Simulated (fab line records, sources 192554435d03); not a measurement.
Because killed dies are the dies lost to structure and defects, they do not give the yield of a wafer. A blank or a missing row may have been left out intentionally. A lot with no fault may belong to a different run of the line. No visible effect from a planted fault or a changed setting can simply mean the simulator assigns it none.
Chamber matching -- flow n5-finfet -- rie-diel-06 running N5_BEOL_M3_STRIP_19: 4 sister chambers
The step strips in O2. 4 wafers are shown with their chamber, then 7 later ones without.

WAFERS WITH THEIR CHAMBER
wafer,chamber,drypump-motor-current-A (A)
L078.6,3,5.0
L086.4,1,6.0
L089.1,0,6.5
L089.2,2,5.7

WAFERS WITH NO CHAMBER GIVEN
wafer,drypump-motor-current-A (A)
L089.4,4.9
L092.2,5.7
L092.3,6.5
L092.5,5.7
L094.3,6.5
L094.4,6.0
L094.5,4.9

EACH ONE'S CHAMBER
wafer,from the rows above,in truth
L089.4,3,3
L092.2,2,2
L092.3,0,0
L092.5,2,2
L094.3,0,0
L094.4,1,1
L094.5,3,3
Correct placement for 7 of the 7. Not placeable from these rows: 0. Placed wrongly: 0.
How it was worked out, from the rows above alone: a wafer's distance from a chamber is the root of the sum, over the readings, of the square of ((its reading less the chamber's mean) divided by the reading's scatter). The wafer belongs to the nearest chamber; if the next one is less than 2 further off, it can't be placed. For every chamber, the mean is computed from those of its wafers that are shown. The scatter: root of mean squared gap, hidden wafer to nearest shown wafer, with one shown wafer a chamber.
